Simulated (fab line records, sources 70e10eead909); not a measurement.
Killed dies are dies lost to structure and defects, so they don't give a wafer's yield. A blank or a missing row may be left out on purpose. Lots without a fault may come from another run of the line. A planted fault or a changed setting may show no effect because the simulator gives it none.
Problem report in the 8D (eight disciplines) form, filled by code | flow nand_harc | the parts of the form that need people (team, actions taken, sign-off) are left out

1. THE PROBLEM
sort_bin_2_pct at NHARC_END_SORT_01 reads a mean of 95.7 % on 3 wafers of 2 lots; wafers without a fault read 1.4 % with a standard deviation of 0.59. That is +99 or more standard deviations from the usual mean.
First seen on wafer L800.4, day 23 17:10, on prober-01. The record holds 9 wafers of 3 lots with a number at this step. Rule for "out", or "out of limits": more than 4 standard deviations from the usual mean. The other wafers with a number count as sound.

2. WHAT IT IS AND WHAT IT IS NOT
question                    | is                                                                                                                  | is not
which readings at this step | sort_bin_2_pct, defect_limited_yield, killed_at_array, killed_dies, sort_n_pass, sort_rim_yield_pct, sort_yield_pct | killed_at_other, killed_at_periphery, killed_short, sort_bin_3_pct
which lots                  | L800, L802                                                                                                          | L791
which wafers of those lots  | L800.4, L802.4, L802.5                                                                                              | L800.1, L800.3, L802.2
read on which gauges        | prober-01, prober-02                                                                                                | -
when                        | from day 23 17:10                                                                                                   | up to then (6 sound wafers)

3. SUSPECTS, AND WHAT RULES EACH OUT
Counting: a tool at a process step up to the reading stays a suspect if it ran every lot that is out. Sound lots after the first of them don't rule it out here, since some wafers of a struck lot are sound.
- the gauge at NHARC_END_SORT_01: ruled out. The wafers that are out were read on 2 gauges (prober-01, prober-02).
- pvd_sputter-02 at NHARC_A_M0_PVD_21 (deposits Cu, target thk 30 nm, time 20.49 s): kept. It ran every lot that is out, first L800 (day 21 23:53); its last sound lot up to then is L791 (day 19 11:23).
- cmp-03 at NHARC_A_BONDPAD_CMP_19 (polishes, t overpolish 30 s, cu recess touch 16 s, target thk 169.8 nm): kept. It ran every lot that is out, first L800 (day 22 09:50).
- rtp_anneal-01 at NHARC_THIN_TSV_ANNEAL_52 (time 90 s): kept. It ran every lot that is out, first L800 (day 23 04:03).
Left after counting: pvd_sputter-02 at NHARC_A_M0_PVD_21, cmp-03 at NHARC_A_BONDPAD_CMP_19, rtp_anneal-01 at NHARC_THIN_TSV_ANNEAL_52.

4. THE CAUSE (what the simulator had put in)
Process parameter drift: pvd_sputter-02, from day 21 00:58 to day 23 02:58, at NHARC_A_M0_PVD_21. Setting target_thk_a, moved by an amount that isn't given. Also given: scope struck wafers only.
Counting left 3 suspects, and this tool is among them.

5. THE CHAIN OF EFFECTS, in route order
Each row: a reading whose mean over the struck wafers that have a number lies more than 3 standard deviations from the usual. Only readings for which the record gives a usual standard deviation are gone through. hours: the time from each lot's start at the first step in this table that gives one to its start at this step, as a median over the lots. sigmas: the change in usual standard deviations.
hours | step              | reading              | usual  | on struck wafers | change | sigmas
0     | NHARC_END_SORT_01 | defect_limited_yield | 95.6 % | 0.0              | -95.6  | -68
0     | NHARC_END_SORT_01 | killed_at_array      | 26     | 672              | +646   | +72
0     | NHARC_END_SORT_01 | killed_dies          | 30     | 677              | +647   | +71
0     | NHARC_END_SORT_01 | sort_bin_2_pct       | 1.4 %  | 95.7             | +94.3  | +99 or more
0     | NHARC_END_SORT_01 | sort_n_pass          | 647    | 0                | -647   | -71
0     | NHARC_END_SORT_01 | sort_rim_yield_pct   | 95.4 % | 0.0              | -95.4  | -32
0     | NHARC_END_SORT_01 | sort_yield_pct       | 95.6 % | 0.0              | -95.6  | -68

6. WHAT WOULD HAVE CAUGHT IT SOONER
In this record the first reading out of limits at a measuring or inspecting step was taken at day 23 17:10, 64 hours after the fault began at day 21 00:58.
Of the tool readings at NHARC_A_M0_PVD_21 for which the record gives a usual standard deviation, none was out on any struck wafer, so an alarm limit of 4 standard deviations on them would not have fired.
All the lots that are out (2) had begun NHARC_A_M0_PVD_21 on pvd_sputter-02 by day 23 17:10. A hold on the tool at that time would have spared none of them.
